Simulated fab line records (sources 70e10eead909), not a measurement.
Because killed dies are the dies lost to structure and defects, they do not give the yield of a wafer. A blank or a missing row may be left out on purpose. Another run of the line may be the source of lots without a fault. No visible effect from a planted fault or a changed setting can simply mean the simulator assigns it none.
Which tool was responsible? | flow nand harc | Sampling: 13 lots, 39 wafers, 5 of 1302 route steps

## WHAT THE GAUGES SHOWED, per wafer
NHARC_A_ZERO_WELL_INSPECT_17. Usual: raw defect count reads 11 (standard deviation 6.2).
lot  | measured     | on                | raw defect count        | flag
L217 | day 7 04:05  | defect inspect-02 | 8 10 17                 |
L219 | day 7 19:45  | defect inspect-02 | 10 11 24                |
L218 | day 7 20:31  | defect inspect-02 | 9 12 11                 |
L220 | day 8 06:14  | defect inspect-02 | 30 17 15                |
L221 | day 8 10:58  | defect inspect-02 | 12 15 22                |
L222 | day 9 03:17  | defect inspect-01 | 5 26 10                 |
L223 | day 9 07:37  | defect inspect-02 | 16 20 14                |
L227 | day 10 21:13 | defect inspect-02 | 3 6 7                   |
L228 | day 11 05:11 | defect inspect-01 | 486 460 501 479 478 505 | OFF
L230 | day 12 03:11 | defect inspect-01 | 483 507 478 481 496 476 | OFF
L238 | day 15 12:18 | defect inspect-02 | 11 4 6                  |
L239 | day 16 00:50 | defect inspect-02 | 16 9 13                 |
L240 | day 16 08:27 | defect inspect-02 | 19 6 3                  |

## WHAT TOOL EACH LOT RAN ON (gives the tool, then ch and the chambers of the sampled wafers, and finally the start)
lot  | NHARC_P_BONDPAD_DEGAS_25     | NHARC_P_BONDPAD_PRE_CLEAN_26            | NHARC_A_ZERO_WELL_ETCH_13        | NHARC_A_ZERO_WELL_PRECLEAN_22
L217 | pvd sputter-02, day 6 23:41  | pvd sputter-02, day 7 02:59 or earlier  | rie si-04 ch 0,1,3, day 7 02:59  | wet bench-05 ch 0,1,6, day 7 03:46
L219 | pvd sputter-01, day 7 15:22  | pvd sputter-01, day 7 18:38 or earlier  | rie si-04 ch 1,2, day 7 18:38    | wet bench-04 ch 2,4,6, day 7 19:26
L218 | pvd sputter-02, day 7 16:07  | pvd sputter-02, day 7 19:25 or earlier  | rie si-05 ch 2,3, day 7 19:25    | wet bench-06 ch 2,3,4, day 7 20:11
L220 | pvd sputter-02, day 8 01:50  | pvd sputter-02, day 8 05:09 or earlier  | rie si-05 ch 0,1, day 8 05:09    | wet bench-06 ch 2,4,5, day 8 05:54
L221 | pvd sputter-02, day 8 06:35  | pvd sputter-02, day 8 09:53 or earlier  | rie si-04 ch 0,1,2, day 8 09:53  | wet bench-05 ch 3,6,7, day 8 10:38
L222 | pvd sputter-03, day 8 22:41  | pvd sputter-03, day 9 02:09 or earlier  | rie si-03 ch 0,1,2, day 9 02:09  | wet bench-04 ch 4,5,6, day 9 02:56
L223 | pvd sputter-03, day 9 03:16  | pvd sputter-03, day 9 06:32 or earlier  | rie si-03 ch 0,1,2, day 9 06:32  | wet bench-05 ch 3,4,5, day 9 07:17
L227 | pvd sputter-03, day 10 16:50 | pvd sputter-03, day 10 20:06 or earlier | rie si-03 ch 0,3, day 10 20:06   | wet bench-06 ch 0,1,6, day 10 20:53
L228 | pvd sputter-01, day 11 00:56 | pvd sputter-01, day 11 04:05 or earlier | rie si-05 ch 1,3, day 11 04:05   | wet bench-06 ch 1,2,6, day 11 04:52
L230 | pvd sputter-02, day 11 22:30 | pvd sputter-02, day 12 02:05 or earlier | rie si-04 ch 0,1,3, day 12 02:05 | wet bench-06 ch 2,3,4, day 12 02:52
L238 | pvd sputter-03, day 15 07:55 | pvd sputter-03, day 15 11:13 or earlier | rie si-03 ch 0,1, day 15 11:13   | wet bench-04 ch 0,2,3, day 15 11:58
L239 | pvd sputter-01, day 15 20:28 | pvd sputter-01, day 15 23:45 or earlier | rie si-04 ch 2,3, day 15 23:45   | wet bench-04 ch 2,6,7, day 16 00:31
L240 | pvd sputter-01, day 16 04:03 | pvd sputter-01, day 16 07:21 or earlier | rie si-03 ch 0,2,3, day 16 07:21 | wet bench-04 ch 1,6,7, day 16 08:08
- NHARC_P_BONDPAD_DEGAS_25: time 60 s.
- NHARC_P_BONDPAD_PRE_CLEAN_26: time 30 s.
- NHARC_A_ZERO_WELL_ETCH_13: etches the open film in HBr/Cl2, target depth 120 nm, time 40.1 s.
- NHARC_A_ZERO_WELL_PRECLEAN_22: cleans in SC1, time 60 s.

## AS READ BY THE TOOLS THEMSELVES (means over the sampled wafers that have a number; for cases with no such wafer, the mark the record gives instead)
NHARC_P_BONDPAD_DEGAS_25. Usual: heater power w reads 461 W (standard deviation 36).
lot  | tool           | heater power w (W) | flag
L217 | pvd sputter-02 | 453                |
L219 | pvd sputter-01 | 436                |
L218 | pvd sputter-02 | 495                |
L220 | pvd sputter-02 | 458                |
L221 | pvd sputter-02 | 495                |
L222 | pvd sputter-03 | 483                |
L223 | pvd sputter-03 | 456                |
L227 | pvd sputter-03 | 465                |
L228 | pvd sputter-01 | 430                |
L230 | pvd sputter-02 | 463                |
L238 | pvd sputter-03 | 446                |
L239 | pvd sputter-01 | 472                |
L240 | pvd sputter-01 | 437                |

NHARC_P_BONDPAD_PRE_CLEAN_26. Usual: heater power w reads 402 W (standard deviation 32).
lot  | tool           | heater power w (W) | flag
L217 | pvd sputter-02 | 406                |
L219 | pvd sputter-01 | 406                |
L218 | pvd sputter-02 | 371                |
L220 | pvd sputter-02 | 407                |
L221 | pvd sputter-02 | 404                |
L222 | pvd sputter-03 | 429                |
L223 | pvd sputter-03 | 419                |
L227 | pvd sputter-03 | 419                |
L228 | pvd sputter-01 | 380                |
L230 | pvd sputter-02 | 399                |
L238 | pvd sputter-03 | 430                |
L239 | pvd sputter-01 | 376                |
L240 | pvd sputter-01 | 400                |

NHARC_A_ZERO_WELL_ETCH_13. Usual: drypump motor current A 5.69 A, standard deviation 0.26; he backside leak sccm 2.7 sccm, standard deviation 0.3; mfc cl2 sccm 50.02 sccm, standard deviation 0.14; oes product au 1.000 a.u., standard deviation 0.0096; throttle valve pct 26.405 %, standard deviation 0.0092.
lot  | tool      | drypump motor current A (A) | he backside leak sccm (sccm) | mfc cl2 sccm (sccm) | oes product au (a.u.) | throttle valve pct (%) | flag
L217 | rie si-04 | 5.82                        | 2.8                          | 50.14               | 0.997                 | 26.404                 |
L219 | rie si-04 | 6.01                        | 2.4                          | 50.12               | 1.000                 | 26.410                 |
L218 | rie si-05 | 5.59                        | 3.1                          | 49.87               | 1.003                 | 26.401                 |
L220 | rie si-05 | 5.46                        | 2.4                          | 49.84               | 1.006                 | 26.411                 |
L221 | rie si-04 | 5.99                        | 2.6                          | 49.85               | 1.006                 | 26.397                 |
L222 | rie si-03 | 5.61                        | 2.9                          | 50.09               | 0.996                 | 26.400                 |
L223 | rie si-03 | 5.59                        | 2.8                          | 49.98               | 0.999                 | 26.408                 |
L227 | rie si-03 | 5.72                        | 2.8                          | 50.00               | 1.006                 | 26.400                 |
L228 | rie si-05 | 5.71                        | 2.4                          | 50.09               | 0.999                 | 26.415                 |
L230 | rie si-04 | 5.85                        | 3.0                          | 50.05               | 1.005                 | 26.403                 |
L238 | rie si-03 | 5.64                        | 2.9                          | 49.99               | 0.986                 | 26.396                 |
L239 | rie si-04 | 5.80                        | 2.9                          | 50.02               | 1.000                 | 26.404                 |
L240 | rie si-03 | 5.66                        | 2.8                          | 49.92               | 1.006                 | 26.408                 |

## THE ANSWER, worked out from the rows above alone
Rule: lot off if the mean of its wafers having a number is beyond 3 standard deviations from the usual mean. Also off: a lot with no number at a reading for which 4 or more lots have one. The other lots that the step has rows for count as sound. First the gauges in route order, then the tools' own readings, where a lot's mean is used as printed above. The first step at which some lot is off is used, and at that step the reading that is off furthest; a lot without a number counts as furthest.
Off: L228, L230, at NHARC_A_ZERO_WELL_INSPECT_17 (raw defect count).
A tool fits if, at a process step before that reading, it ran every lot that is off, and no sound lot after the first of them. Gauges at NHARC_A_ZERO_WELL_INSPECT_17: tried the same way as those tools. NHARC_P_BONDPAD_PRE_CLEAN_26 gives no start for some lots, so the hours and the order of its lots are those of NHARC_A_ZERO_WELL_ETCH_13. This does not decide it: 2 tools fit, namely wet bench-06 at NHARC_A_ZERO_WELL_PRECLEAN_22 and defect inspect-01 at NHARC_A_ZERO_WELL_INSPECT_17.

## WHAT THE SIMULATOR HAD PUT IN
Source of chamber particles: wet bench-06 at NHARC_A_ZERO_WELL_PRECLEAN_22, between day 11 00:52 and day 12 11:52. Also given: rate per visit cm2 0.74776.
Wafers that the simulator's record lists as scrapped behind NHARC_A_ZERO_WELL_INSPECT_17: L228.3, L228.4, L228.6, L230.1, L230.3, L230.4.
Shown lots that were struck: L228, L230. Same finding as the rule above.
